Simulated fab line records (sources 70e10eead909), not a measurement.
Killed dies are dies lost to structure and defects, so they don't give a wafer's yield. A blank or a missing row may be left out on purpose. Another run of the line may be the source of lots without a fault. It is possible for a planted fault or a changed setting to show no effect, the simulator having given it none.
fab line records ; flow nand-harc ; part 1 of 2: steps 1 to 24 of 34
record lots=5; wafers=15; last-day=32
route steps=1302 shown P_ZERO_WELL@29
lots untouched by any fault: they come from a run of this same line in which no faults occurred
start-h: the number of hours between the record's first day and the start of the first shown wafer of the lot ; wait-h: hours from the lot's prior step to this one ; " repeats the value in the row above ; L1.1+2: several wafers, shown together as one row ; - no value, or no start given ; * or withheld: withheld ; < > ~ a bound
route shown NAME@n: names a module that has steps shown in the file, with the first one's number in the route ; usual: average and standard deviation across the fault-free wafers ; same: alike in all rows ; chamber/n: place in a boat ; sites: readings site by site ; _std_site: standard deviation across them ; _edge_site: mean of outer sites minus mean of inner sites ; radius-mm: for every site, how far away it sits from the centre of the wafer ; mask NAME#n: copy n ; behind: the most recent tool/chamber to have shaped the wafer ; hold: why the lot went on hold/how many hours it stayed there/how the hold came to an end ; device: transistor that didn't switch, given as n, p or np ; end of line: tests run on the same wafers once the route is complete ; where a step has no rows: the recipe by itself ; killed: not the wafer's yield, but the dies lost to structure and defects at the first sort ; map: a wafer's dies, marking killed ones x, the rest . and places with no die _
set.NAME: the setting as run; set.NAME@STEP: as run at that earlier step ; model.NAME: the simulator's own value behind a step, which no gauge read
lots at selected steps of the route; one table per step, one row per wafer
services: a tool's chamber out of use, with start hour (start-h, from the record's first day; less than 0 if before it), hours out, and reason
## steps
# step NHARC_P_ZERO_WELL_CD_MEAS_24
# recipe target-cd-nm=720; landing-energy-ev=500
# usual cd-nm=720.1/1.4
lot.wafer;tool;chamber;start-h;wait-h;cd-nm
L080.3;cd-sem-02;0;82.46;-;721.7
L080.4;cd-sem-02;0;82.46;-;719.4
L080.5;cd-sem-02;0;82.46;-;719.0
L083.1;cd-sem-02;0;112.46;-;718.8
L083.2;cd-sem-02;0;112.46;-;721.2
L083.6;cd-sem-02;0;112.46;-;720.1
L084.1;cd-sem-01;0;122.52;-;720.5
L084.4;cd-sem-01;0;122.52;-;720.1
L084.5;cd-sem-01;0;122.52;-;721.5
L090.2;cd-sem-02;0;182.48;-;721.8
L090.3;cd-sem-02;0;182.48;-;721.6
L090.4;cd-sem-02;0;182.48;-;720.7
L096.1;cd-sem-01;0;242.61;-;722.3
L096.2;cd-sem-01;0;242.61;-;722.6
L096.3;cd-sem-01;0;242.61;-;720.5
# step NHARC_P_ZERO_WELL_HARDBAKE_25
# recipe temp-c=125; time-s=80
# usual chill-plate-temp-C=23.03/0.11
lot.wafer;tool;chamber;start-h;wait-h;chill-plate-temp-C
L080.3;litho-track-05;0;82.54;-;23.06
L080.4;litho-track-05;0;82.54;-;22.85
L080.5;litho-track-05;0;82.54;-;22.90
L083.1;litho-track-03;0;112.53;-;22.96
L083.2;litho-track-03;0;112.53;-;23.17
L083.6;litho-track-03;0;112.53;-;22.88
L084.1;litho-track-03;0;122.61;-;23.01
L084.4;litho-track-03;0;122.61;-;22.88
L084.5;litho-track-03;0;122.61;-;22.92
L090.2;litho-track-02;0;182.56;-;23.15
L090.3;litho-track-02;0;182.56;-;22.93
L090.4;litho-track-02;0;182.56;-;23.06
L096.1;litho-track-03;0;242.69;-;23.07
L096.2;litho-track-03;0;242.69;-;23.12
L096.3;litho-track-03;0;242.69;-;23.02
# step NHARC_P_ZERO_WELL_DESCUM_26
# recipe time-s=3; o2-flow-sccm=200; ar-flow-sccm=0; bias-power-w=0; chemistry=O2
# usual drypump-motor-current-A=5.6/0.32; oes-product-au=1.000/0.0074; rf-vpp-V=57.8/0.87; showerhead-plenum-p-Torr=1.92/0.09; throttle-valve-pct=11.310/0.0087
lot.wafer;tool;chamber;start-h;wait-h;drypump-motor-current-A;oes-product-au;rf-hours-counter-h;rf-vpp-V;showerhead-plenum-p-Torr;throttle-valve-pct
L080.3;rie-diel-06;0;82.63;-;6.2;0.993;45;57.7;1.95;11.305
L080.4;rie-diel-06;1;82.63;-;5.3;1.004;42;57.2;1.83;11.305
L080.5;rie-diel-06;3;82.63;-;5.8;1.012;-;58.1;1.99;11.305
L083.2;rie-diel-09;1;112.61;-;5.7;0.998;39;58.0;2.06;11.321
L083.1;rie-diel-09;2;112.61;-;5.7;0.997;37;58.9;1.92;11.297
L083.6;rie-diel-09;2;112.61;-;5.8;1.007;-;57.7;1.92;11.326
L084.4;rie-diel-06;3;122.68;-;5.8;1.002;48;58.1;1.99;11.301
L084.1;rie-diel-06;2;122.68;-;5.8;0.991;47;58.2;2.06;11.296
L084.5;rie-diel-06;0;122.68;-;6.2;0.988;-;57.6;1.94;11.299
L090.2;rie-diel-06;2;182.65;-;5.8;1.004;15;57.8;2.05;11.308
L090.4;rie-diel-06;3;182.65;-;5.8;1.006;15;59.4;1.98;11.302
L090.3;rie-diel-06;0;182.65;-;6.2;0.995;14;58.3;1.94;11.304
L096.3;rie-diel-02;1;242.77;-;5.7;0.998;4;58.2;1.83;11.307
L096.1;rie-diel-02;2;242.77;-;5.7;0.999;5;58.5;1.96;11.307
L096.2;rie-diel-02;3;242.77;-;5.1;1.017;4;57.8;1.77;11.300
# step NHARC_P_ZERO_WELL_IMPLANT_27
# recipe energy-kev=600; dose-cm2=1e+13; tilt-deg=7
# usual beam-on-s=10.01/0.19; end-station-pressure-torr=5.12e-06/3e-07
lot.wafer;tool;chamber;start-h;wait-h;beam-on-s;end-station-pressure-torr
L080.3;implanter-02;0;82.82;0.2;9.79;5.64e-06
L080.4;implanter-02;0;82.82;0.2;10.25;5.42e-06
L080.5;implanter-02;0;82.82;0.2;9.75;4.95e-06
L083.1;implanter-01;0;112.76;0.1;9.95;4.97e-06
L083.2;implanter-01;0;112.76;0.1;10.07;4.85e-06
L083.6;implanter-01;0;112.76;0.1;10.24;5.01e-06
L084.1;implanter-01;0;122.83;0.1;10.01;5.16e-06
L084.4;implanter-01;0;122.83;0.1;9.81;5.3e-06
L084.5;implanter-01;0;122.83;0.1;9.98;5.17e-06
L090.2;implanter-02;0;182.85;0.2;9.93;5.49e-06
L090.3;implanter-02;0;182.85;0.2;10.04;4.67e-06
L090.4;implanter-02;0;182.85;0.2;10.19;5.24e-06
L096.1;implanter-02;0;242.92;0.1;10.02;4.8e-06
L096.2;implanter-02;0;242.92;0.1;9.93;4.9e-06
L096.3;implanter-02;0;242.92;0.1;10.20;5.24e-06
# step NHARC_P_ZERO_WELL_IMPLANT_57
# recipe energy-kev=250; dose-cm2=4e+12; tilt-deg=7
# usual beam-on-s=10.02/0.18; end-station-pressure-torr=5.06e-06/2.8e-07
lot.wafer;tool;chamber;start-h;wait-h;beam-on-s;end-station-pressure-torr
L080.3;implanter-02;0;83.00;0.1;10.11;4.59e-06
L080.4;implanter-02;0;83.00;0.1;10.05;5e-06
L080.5;implanter-02;0;83.00;0.1;10.05;5.48e-06
L083.1;implanter-01;0;112.94;0.2;10.17;4.63e-06
L083.2;implanter-01;0;112.94;0.2;10.25;4.96e-06
L083.6;implanter-01;0;112.94;0.2;10.15;4.94e-06
L084.1;implanter-01;0;123.01;0.1;10.10;5.41e-06
L084.4;implanter-01;0;123.01;0.1;9.63;4.91e-06
L084.5;implanter-01;0;123.01;0.1;10.12;4.95e-06
L090.2;implanter-02;0;183.21;0.3;10.29;5.19e-06
L090.3;implanter-02;0;183.21;0.3;10.23;4.86e-06
L090.4;implanter-02;0;183.21;0.3;10.09;5.07e-06
L096.1;implanter-02;0;243.10;0.2;9.87;4.7e-06
L096.2;implanter-02;0;243.10;0.2;10.12;4.91e-06
L096.3;implanter-02;0;243.10;0.2;10.24;5.2e-06
# step NHARC_P_ZERO_WELL_IMPLANT_58
# recipe energy-kev=100; dose-cm2=2e+12; tilt-deg=7
# usual beam-on-s=9.99/0.19; end-station-pressure-torr=5.03e-06/2.5e-07
lot.wafer;tool;chamber;start-h;wait-h;beam-on-s;end-station-pressure-torr
L080.3;implanter-02;0;83.18;0.2;9.83;4.96e-06
L080.4;implanter-02;0;83.18;0.2;10.19;4.94e-06
L080.5;implanter-02;0;83.18;0.2;10.06;5.3e-06
L083.1;implanter-01;0;113.13;0.2;9.62;5.12e-06
L083.2;implanter-01;0;113.13;0.2;9.77;4.85e-06
L083.6;implanter-01;0;113.13;0.2;9.74;5.19e-06
L084.1;implanter-01;0;123.19;0.1;10.02;4.75e-06
L084.4;implanter-01;0;123.19;0.1;9.96;4.55e-06
L084.5;implanter-01;0;123.19;0.1;9.70;5.4e-06
L090.2;implanter-02;0;183.57;0.3;10.28;5e-06
L090.3;implanter-02;0;183.57;0.3;9.80;4.87e-06
L090.4;implanter-02;0;183.57;0.3;10.30;5.35e-06
L096.1;implanter-02;0;243.28;0.1;9.98;5.13e-06
L096.2;implanter-02;0;243.28;0.1;10.05;4.88e-06
L096.3;implanter-02;0;243.28;0.1;10.08;4.84e-06
# step NHARC_P_ZERO_WELL_STRIP_28
# recipe time-s=840; temp-c=130; chemistry=SPM
lot.wafer;tool;chamber;start-h;wait-h
L080.3+4+5;wet-bench-05;1,3,4;83.34;0.1
L083.2+1+6;wet-bench-03;0,2,4;113.34;0.2
L084.4+1+5;wet-bench-03;0,1,3;123.42;0.1
L090.4+2+3;wet-bench-05;1,3,4;183.91;0.2
L096.1+2+3;wet-bench-03;2,3,5;243.50;0.2
# step NHARC_P_ZERO_WELL_DEHYDRATE_29
# recipe temp-c=150; time-s=120
# usual chill-plate-temp-C=22.98/0.13
lot.wafer;tool;chamber;start-h;wait-h;chill-plate-temp-C
L080.3;litho-track-05;0;83.67;-;23.18
L080.4;litho-track-05;0;83.67;-;23.18
L080.5;litho-track-05;0;83.67;-;23.18
L083.1;litho-track-02;0;113.67;-;22.80
L083.2;litho-track-02;0;113.67;-;23.04
L083.6;litho-track-02;0;113.67;-;22.96
L084.1;litho-track-05;0;123.74;-;22.99
L084.4;litho-track-05;0;123.74;-;22.81
L084.5;litho-track-05;0;123.74;-;23.04
L090.2;litho-track-02;0;184.22;-;23.01
L090.3;litho-track-02;0;184.22;-;22.81
L090.4;litho-track-02;0;184.22;-;23.00
L096.1;litho-track-02;0;243.82;-;22.87
L096.2;litho-track-02;0;243.82;-;22.86
L096.3;litho-track-02;0;243.82;-;22.89
# step NHARC_P_ZERO_WELL_HMDS_30
# recipe time-s=30
# usual chill-plate-temp-C=23.02/0.11
lot.wafer;tool;chamber;start-h;wait-h;chill-plate-temp-C
L080.3;litho-track-05;0;-;-;23.04
L080.4;litho-track-05;0;-;-;22.96
L080.5;litho-track-05;0;-;-;22.85
L083.1;litho-track-02;0;-;-;22.89
L083.2;litho-track-02;0;-;-;22.70
L083.6;litho-track-02;0;-;-;22.81
L084.1;litho-track-05;0;-;-;23.16
L084.4;litho-track-05;0;-;-;23.04
L084.5;litho-track-05;0;-;-;23.06
L090.2;litho-track-02;0;-;-;23.09
L090.3;litho-track-02;0;-;-;22.99
L090.4;litho-track-02;0;-;-;23.08
L096.1;litho-track-02;0;-;-;23.11
L096.2;litho-track-02;0;-;-;22.95
L096.3;litho-track-02;0;-;-;23.10
# step NHARC_P_ZERO_WELL_COAT_31
# recipe spin-rpm=withheld
# usual chill-plate-temp-C=22.99/0.1
lot.wafer;tool;chamber;start-h;wait-h;chill-plate-temp-C
L080.3;litho-track-05;0;-;-;23.02
L080.4;litho-track-05;0;-;-;23.23
L080.5;litho-track-05;0;-;-;23.11
L083.1;litho-track-02;0;-;-;23.13
L083.2;litho-track-02;0;-;-;23.02
L083.6;litho-track-02;0;-;-;22.90
L084.1;litho-track-05;0;-;-;23.10
L084.4;litho-track-05;0;-;-;23.18
L084.5;litho-track-05;0;-;-;23.19
L090.2;litho-track-02;0;-;-;22.94
L090.3;litho-track-02;0;-;-;23.16
L090.4;litho-track-02;0;-;-;22.89
L096.1;litho-track-02;0;-;-;23.10
L096.2;litho-track-02;0;-;-;23.12
L096.3;litho-track-02;0;-;-;23.20
# step NHARC_P_ZERO_WELL_SOFTBAKE_32
# recipe temp-c=122; time-s=95
# usual chill-plate-temp-C=23.02/0.1
lot.wafer;tool;chamber;start-h;wait-h;chill-plate-temp-C
L080.3;litho-track-05;0;-;-;23.07
L080.4;litho-track-05;0;-;-;23.03
L080.5;litho-track-05;0;-;-;22.92
L083.1;litho-track-02;0;-;-;22.90
L083.2;litho-track-02;0;-;-;23.06
L083.6;litho-track-02;0;-;-;23.03
L084.1;litho-track-05;0;-;-;23.06
L084.4;litho-track-05;0;-;-;22.90
L084.5;litho-track-05;0;-;-;23.08
L090.2;litho-track-02;0;-;-;23.08
L090.3;litho-track-02;0;-;-;23.01
L090.4;litho-track-02;0;-;-;23.05
L096.1;litho-track-02;0;-;-;23.00
L096.2;litho-track-02;0;-;-;23.11
L096.3;litho-track-02;0;-;-;23.12
# step NHARC_P_ZERO_WELL_EBR_33
# usual chill-plate-temp-C=23.01/0.12
lot.wafer;tool;chamber;start-h;wait-h;chill-plate-temp-C
L080.3;litho-track-05;0;-;-;23.12
L080.4;litho-track-05;0;-;-;23.10
L080.5;litho-track-05;0;-;-;22.93
L083.1;litho-track-02;0;-;-;23.01
L083.2;litho-track-02;0;-;-;23.06
L083.6;litho-track-02;0;-;-;22.84
L084.1;litho-track-05;0;-;-;23.10
L084.4;litho-track-05;0;-;-;23.07
L084.5;litho-track-05;0;-;-;22.97
L090.2;litho-track-02;0;-;-;23.03
L090.3;litho-track-02;0;-;-;22.97
L090.4;litho-track-02;0;-;-;22.95
L096.1;litho-track-02;0;-;-;22.88
L096.2;litho-track-02;0;-;-;22.75
L096.3;litho-track-02;0;-;-;22.82
# step NHARC_P_ZERO_WELL_EXPOSE_34
# recipe na=0.6; target-cd-nm=720; dose-mj=22.31; mask-id=P_PWELL
lot.wafer;tool;chamber;start-h;wait-h;mask
L080.3+4+5;krf-scanner-04;0;83.82;-;P_PWELL#0
L083.1+2+6;krf-scanner-01;0;113.94;-;P_PWELL#0
L084.1+4+5;krf-scanner-04;0;124.01;-;P_PWELL#0
L090.2+3+4;krf-scanner-01;0;184.50;-;P_PWELL#0
L096.1+2+3;krf-scanner-04;0;244.09;-;P_PWELL#0
# step NHARC_P_ZERO_WELL_PEB_35
# recipe peb-temp-c=118; peb-time-s=85
# usual chill-plate-temp-C=23.04/0.1
lot.wafer;tool;chamber;start-h;wait-h;chill-plate-temp-C
L080.3;litho-track-03;0;83.88;0.1;22.94
L080.4;litho-track-03;0;83.88;0.1;23.01
L080.5;litho-track-03;0;83.88;0.1;23.05
L083.1;litho-track-05;0;114.00;0.1;23.02
L083.2;litho-track-05;0;114.00;0.1;22.98
L083.6;litho-track-05;0;114.00;0.1;22.98
L084.1;litho-track-03;0;124.08;0.1;23.30
L084.4;litho-track-03;0;124.08;0.1;23.15
L084.5;litho-track-03;0;124.08;0.1;23.21
L090.2;litho-track-05;0;184.56;0.1;23.14
L090.3;litho-track-05;0;184.56;0.1;23.07
L090.4;litho-track-05;0;184.56;0.1;23.16
L096.1;litho-track-02;0;244.16;0.1;23.02
L096.2;litho-track-02;0;244.16;0.1;22.98
L096.3;litho-track-02;0;244.16;0.1;22.97
# step NHARC_P_ZERO_WELL_DEVELOP_36
# recipe time-s=70
# usual chill-plate-temp-C=23.00/0.091
lot.wafer;tool;chamber;start-h;wait-h;chill-plate-temp-C
L080.3;litho-track-03;0;-;-;22.93
L080.4;litho-track-03;0;-;-;22.98
L080.5;litho-track-03;0;-;-;22.86
L083.1;litho-track-05;0;-;-;22.91
L083.2;litho-track-05;0;-;-;23.03
L083.6;litho-track-05;0;-;-;23.03
L084.1;litho-track-03;0;-;-;22.82
L084.4;litho-track-03;0;-;-;22.98
L084.5;litho-track-03;0;-;-;22.93
L090.2;litho-track-05;0;-;-;23.07
L090.3;litho-track-05;0;-;-;23.04
L090.4;litho-track-05;0;-;-;22.95
L096.1;litho-track-02;0;-;-;23.09
L096.2;litho-track-02;0;-;-;23.13
L096.3;litho-track-02;0;-;-;22.98
# step NHARC_P_ZERO_WELL_CD_MEAS_37
# recipe target-cd-nm=720; landing-energy-ev=500
# usual cd-nm=719.3/1.5
lot.wafer;tool;chamber;start-h;wait-h;cd-nm
L080.3;cd-sem-03;0;83.97;-;720.3
L080.4;cd-sem-03;0;83.97;-;718.8
L080.5;cd-sem-03;0;83.97;-;719.4
L083.1;cd-sem-02;0;114.09;-;717.4
L083.2;cd-sem-02;0;114.09;-;719.0
L083.6;cd-sem-02;0;114.09;-;717.3
L084.1;cd-sem-02;0;124.17;-;722.4
L084.4;cd-sem-02;0;124.17;-;722.6
L084.5;cd-sem-02;0;124.17;-;719.3
L090.2;cd-sem-01;0;184.65;-;722.0
L090.3;cd-sem-01;0;184.65;-;721.8
L090.4;cd-sem-01;0;184.65;-;718.5
L096.1;cd-sem-01;0;244.25;-;719.4
L096.2;cd-sem-01;0;244.25;-;720.5
L096.3;cd-sem-01;0;244.25;-;720.4
# step NHARC_P_ZERO_WELL_HARDBAKE_38
# recipe temp-c=125; time-s=80
# usual chill-plate-temp-C=23.00/0.11
lot.wafer;tool;chamber;start-h;wait-h;chill-plate-temp-C
L080.3;litho-track-05;0;84.05;-;23.07
L080.4;litho-track-05;0;84.05;-;23.04
L080.5;litho-track-05;0;84.05;-;23.07
L083.1;litho-track-02;0;114.17;-;22.94
L083.2;litho-track-02;0;114.17;-;23.02
L083.6;litho-track-02;0;114.17;-;23.07
L084.1;litho-track-03;0;124.25;-;23.01
L084.4;litho-track-03;0;124.25;-;23.06
L084.5;litho-track-03;0;124.25;-;23.03
L090.2;litho-track-03;0;184.73;-;23.03
L090.3;litho-track-03;0;184.73;-;22.80
L090.4;litho-track-03;0;184.73;-;22.86
L096.1;litho-track-02;0;244.33;-;22.89
L096.2;litho-track-02;0;244.33;-;22.85
L096.3;litho-track-02;0;244.33;-;22.84
# step NHARC_P_ZERO_WELL_DESCUM_39
# recipe time-s=3; o2-flow-sccm=200; ar-flow-sccm=0; bias-power-w=0; chemistry=O2
# usual drypump-motor-current-A=5.52/0.27; oes-product-au=1.001/0.0073; rf-vpp-V=57.8/0.91; showerhead-plenum-p-Torr=1.92/0.091; throttle-valve-pct=11.311/0.0086
lot.wafer;tool;chamber;start-h;wait-h;drypump-motor-current-A;oes-product-au;rf-hours-counter-h;rf-vpp-V;showerhead-plenum-p-Torr;throttle-valve-pct
L080.3;rie-diel-02;1;84.14;-;5.69;1.006;10;57.1;1.84;11.305
L080.4;rie-diel-02;3;84.14;-;5.10;1.001;14;57.8;1.79;11.309
L080.5;rie-diel-02;1;84.14;-;5.69;0.993;-;59.2;1.84;11.316
L083.2;rie-diel-09;3;114.28;-;5.22;1.009;46;57.7;1.94;11.319
L083.1;rie-diel-09;0;114.28;-;5.79;1.009;51;57.7;2.02;11.315
L083.6;rie-diel-09;1;114.28;-;5.65;1.005;-;59.8;2.06;11.292
L084.1;rie-diel-02;0;124.33;-;5.24;0.996;24;58.2;1.86;11.313
L084.4;rie-diel-02;1;124.33;-;5.69;0.987;24;57.7;1.84;11.321
L084.5;rie-diel-02;1;124.33;-;5.69;0.988;-;58.1;1.84;11.295
L090.2;rie-diel-09;0;184.82;-;5.76;1.010;9;57.8;2.01;11.316
L090.3;rie-diel-09;1;184.82;-;5.63;1.012;9;58.0;2.06;11.298
L090.4;rie-diel-09;2;184.82;-;5.75;1.001;11;58.4;1.91;11.297
L096.1;rie-diel-02;3;244.41;-;5.12;0.998;4;55.9;1.77;11.315
L096.3;rie-diel-02;0;244.41;-;5.24;0.994;4;57.9;1.85;11.314
L096.2;rie-diel-02;1;244.41;-;5.65;0.991;4;56.6;1.83;11.299
# step NHARC_P_ZERO_WELL_IMPLANT_40
# recipe energy-kev=300; dose-cm2=1e+13; tilt-deg=7
# usual beam-on-s=9.99/0.21; end-station-pressure-torr=5.09e-06/2.8e-07
lot.wafer;tool;chamber;start-h;wait-h;beam-on-s;end-station-pressure-torr
L080.3;implanter-01;0;84.33;0.2;9.85;5.58e-06
L080.4;implanter-01;0;84.33;0.2;9.92;5.12e-06
L080.5;implanter-01;0;84.33;0.2;9.97;4.37e-06
L083.1;implanter-02;0;114.40;0.1;9.63;4.79e-06
L083.2;implanter-02;0;114.40;0.1;9.80;5.13e-06
L083.6;implanter-02;0;114.40;0.1;10.15;4.37e-06
L084.1;implanter-01;0;124.48;0.1;9.87;4.88e-06
L084.4;implanter-01;0;124.48;0.1;10.36;5.1e-06
L084.5;implanter-01;0;124.48;0.1;9.85;5.41e-06
L090.2;implanter-02;0;184.98;0.2;9.93;5.15e-06
L090.3;implanter-02;0;184.98;0.2;9.73;5.22e-06
L090.4;implanter-02;0;184.98;0.2;9.99;5.25e-06
L096.1;implanter-01;0;244.56;0.1;10.34;5.3e-06
L096.2;implanter-01;0;244.56;0.1;9.79;5.55e-06
L096.3;implanter-01;0;244.56;0.1;10.16;5.14e-06
# step NHARC_P_ZERO_WELL_IMPLANT_59
# recipe energy-kev=120; dose-cm2=5e+12; tilt-deg=7
# usual beam-on-s=10.00/0.18; end-station-pressure-torr=5.09e-06/2.7e-07
lot.wafer;tool;chamber;start-h;wait-h;beam-on-s;end-station-pressure-torr
L080.3;implanter-01;0;84.51;0.1;9.75;5.37e-06
L080.4;implanter-01;0;84.51;0.1;9.74;4.84e-06
L080.5;implanter-01;0;84.51;0.1;10.45;5e-06
L083.1;implanter-02;0;114.58;0.1;9.84;4.83e-06
L083.2;implanter-02;0;114.58;0.1;9.87;5.03e-06
L083.6;implanter-02;0;114.58;0.1;9.79;4.53e-06
L084.1;implanter-01;0;124.66;0.2;9.96;5.07e-06
L084.4;implanter-01;0;124.66;0.2;9.98;4.96e-06
L084.5;implanter-01;0;124.66;0.2;10.03;5.11e-06
L090.2;implanter-02;0;185.16;0.1;10.23;5.53e-06
L090.3;implanter-02;0;185.16;0.1;10.20;5.25e-06
L090.4;implanter-02;0;185.16;0.1;10.31;4.92e-06
L096.1;implanter-01;0;244.73;0.1;10.05;5.48e-06
L096.2;implanter-01;0;244.73;0.1;10.08;5.12e-06
L096.3;implanter-01;0;244.73;0.1;9.92;5.03e-06
# step NHARC_P_ZERO_WELL_IMPLANT_60
# recipe energy-kev=30; dose-cm2=2e+12; tilt-deg=7
# usual beam-on-s=9.99/0.18; end-station-pressure-torr=4.97e-06/2.6e-07
lot.wafer;tool;chamber;start-h;wait-h;beam-on-s;end-station-pressure-torr
L080.3;implanter-01;0;84.69;0.2;9.93;4.99e-06
L080.4;implanter-01;0;84.69;0.2;9.87;5.05e-06
L080.5;implanter-01;0;84.69;0.2;9.99;4.56e-06
L083.1;implanter-02;0;114.76;0.2;10.00;4.79e-06
L083.2;implanter-02;0;114.76;0.2;9.97;4.73e-06
L083.6;implanter-02;0;114.76;0.2;10.09;4.86e-06
L084.1;implanter-01;0;124.84;0.1;10.00;4.96e-06
L084.4;implanter-01;0;124.84;0.1;9.80;5.47e-06
L084.5;implanter-01;0;124.84;0.1;9.83;4.57e-06
L090.2;implanter-02;0;185.34;0.1;9.87;4.84e-06
L090.3;implanter-02;0;185.34;0.1;9.93;5.18e-06
L090.4;implanter-02;0;185.34;0.1;10.44;4.96e-06
L096.1;implanter-01;0;244.91;0.1;9.89;4.84e-06
L096.2;implanter-01;0;244.91;0.1;10.08;5.12e-06
L096.3;implanter-01;0;244.91;0.1;9.96;5.14e-06
# step NHARC_P_ZERO_WELL_STRIP_41
# recipe time-s=840; temp-c=130; chemistry=SPM
lot.wafer;tool;chamber;start-h;wait-h
L080.3+4+5;wet-bench-07;1,3,4;84.85;0.1
L083.2+1+6;wet-bench-07;6,1,2;114.98;0.2
L084.4+1+5;wet-bench-07;5,6,0;125.06;0.1
L090.2+4+3;wet-bench-03;1,2,3;185.52;0.2
L096.3+1+2;wet-bench-05;7,1,2;245.14;0.1
# step NHARC_P_ZERO_WELL_DEHYDRATE_44
# recipe temp-c=150; time-s=120
# usual chill-plate-temp-C=23.01/0.11
lot.wafer;tool;chamber;start-h;wait-h;chill-plate-temp-C
L080.3;litho-track-05;0;85.18;-;23.05
L080.4;litho-track-05;0;85.18;-;22.93
L080.5;litho-track-05;0;85.18;-;22.98
L083.1;litho-track-02;0;115.31;-;22.90
L083.2;litho-track-02;0;115.31;-;22.88
L083.6;litho-track-02;0;115.31;-;22.95
L084.1;litho-track-03;0;125.39;-;23.03
L084.4;litho-track-03;0;125.39;-;22.92
L084.5;litho-track-03;0;125.39;-;23.02
L090.2;litho-track-05;0;185.85;-;23.29
L090.3;litho-track-05;0;185.85;-;23.07
L090.4;litho-track-05;0;185.85;-;23.20
L096.1;litho-track-03;0;245.46;-;23.16
L096.2;litho-track-03;0;245.46;-;22.87
L096.3;litho-track-03;0;245.46;-;22.95
# step NHARC_P_ZERO_WELL_HMDS_45
# recipe time-s=30
# usual chill-plate-temp-C=23.00/0.11
lot.wafer;tool;chamber;start-h;wait-h;chill-plate-temp-C
L080.3;litho-track-05;0;-;-;22.92
L080.4;litho-track-05;0;-;-;23.01
L080.5;litho-track-05;0;-;-;22.95
L083.1;litho-track-02;0;-;-;22.95
L083.2;litho-track-02;0;-;-;22.95
L083.6;litho-track-02;0;-;-;22.89
L084.1;litho-track-03;0;-;-;22.99
L084.4;litho-track-03;0;-;-;23.07
L084.5;litho-track-03;0;-;-;23.05
L090.2;litho-track-05;0;-;-;23.03
L090.3;litho-track-05;0;-;-;23.04
L090.4;litho-track-05;0;-;-;23.13
L096.1;litho-track-03;0;-;-;23.10
L096.2;litho-track-03;0;-;-;23.12
L096.3;litho-track-03;0;-;-;23.18
